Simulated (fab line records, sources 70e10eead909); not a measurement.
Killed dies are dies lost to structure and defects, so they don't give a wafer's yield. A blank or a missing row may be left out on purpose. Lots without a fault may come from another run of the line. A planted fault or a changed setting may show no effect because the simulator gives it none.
Which tool did it? | flow nand_harc | 12 lots, 36 wafers sampled, at 4 steps of a route of 1302

WHAT THE GAUGES READ, wafer by wafer
NHARC_P_M0_CD_MEAS_09: target cd 90 nm.
lot  | measured     | on        | cd_nm (nm)
L075 | day 6 14:08  | cd_sem-03 | 90.9 90.7 90.9
L077 | day 7 06:11  | cd_sem-02 | 90.8 90.2 90.7
L079 | day 8 03:35  | cd_sem-01 | 91.1 90.6 91.5
L081 | day 9 09:28  | cd_sem-01 | 91.3 91.3 91.4
L083 | day 9 20:57  | cd_sem-02 | 89.8 91.9 90.7
L085 | day 10 16:54 | cd_sem-03 | 90.3 90.1 90.4
L089 | day 11 23:58 | cd_sem-02 | 89.7 91.6 91.5
L087 | day 12 03:37 | cd_sem-03 | 90.4 90.8 91.3
L091 | day 13 03:57 | cd_sem-03 | 91.2 91.2 91.0
L093 | day 14 00:46 | cd_sem-03 | 91.5 90.2 90.0
L094 | day 14 16:01 | cd_sem-02 | 90.7 90.8 90.3
L097 | day 15 13:17 | cd_sem-02 | 90.2 89.5 90.0

WHICH TOOL RAN EACH LOT (tool, then ch and the chambers of the sampled wafers, then the start)
lot  | NHARC_P_GATE_STRIP_76                | NHARC_P_CONTACT_CMP_01        | NHARC_P_CONTACT_DEGAS_38
L075 | plasma_asher-02 ch 0,1, day 6 04:17  | cmp-03 ch 1,2,3, day 6 09:05  | pvd_sputter-02, day 6 11:43
L077 | plasma_asher-01 ch 0,1, day 6 20:34  | cmp-03 ch 0,1,3, day 7 01:28  | pvd_sputter-02, day 7 03:55
L079 | plasma_asher-01 ch 0,1, day 7 17:41  | cmp-04 ch 0,2,3, day 7 22:36  | pvd_sputter-02, day 8 01:11
L081 | plasma_asher-02 ch 0,1, day 8 23:16  | cmp-01 ch 0,1,3, day 9 04:23  | pvd_sputter-03, day 9 06:59
L083 | plasma_asher-02 ch 0, day 9 11:02    | cmp-04 ch 0,3, day 9 16:04    | pvd_sputter-02, day 9 18:32
L085 | plasma_asher-02 ch 0,1, day 10 07:21 | cmp-01 ch 0,3, day 10 12:00   | pvd_sputter-02, day 10 14:31
L089 | plasma_asher-01 ch 0,1, day 11 13:52 | cmp-01 ch 0,3, day 11 18:59   | pvd_sputter-02, day 11 21:35
L087 | plasma_asher-01 ch 0,1, day 11 18:04 | cmp-04 ch 1,2, day 11 22:41   | pvd_sputter-03, day 12 01:17
L091 | plasma_asher-02 ch 0,1, day 12 18:20 | cmp-04 ch 0,2,3, day 12 22:59 | pvd_sputter-01, day 13 01:36
L093 | plasma_asher-02 ch 0,1, day 13 13:45 | cmp-03 ch 0,2,3, day 13 19:22 | pvd_sputter-02, day 13 22:23
L094 | plasma_asher-02 ch 0,1, day 14 06:13 | cmp-01 ch 0,2,3, day 14 10:59 | pvd_sputter-01, day 14 13:37
L097 | plasma_asher-01 ch 0,1, day 15 03:08 | cmp-04 ch 1,2,3, day 15 07:53 | pvd_sputter-02, day 15 10:21
- NHARC_P_GATE_STRIP_76: strips in O2.
- NHARC_P_CONTACT_CMP_01: polishes SiO2, target thk 200 nm.
- NHARC_P_CONTACT_DEGAS_38: time 60 s.

THE ANSWER, worked out from the rows above alone
Rule: what is usual is taken from the lots themselves. Put in order of their means at a reading, lots are off if they are a third of the lots or fewer, leave a main group of 4 or more, and stand apart from it by a gap of 3 or more times the standard deviation of the main group's means; of several such gaps the widest counts. A main group whose means are all the same, to the digits that the tables above print for the reading, isn't used. A lot without any number at a reading at which 4 lots or more have one is off too. The other lots that the step has rows for count as sound.
No lot is off at any reading shown: from this, nothing can be told.

WHAT THE SIMULATOR HAD PUT IN
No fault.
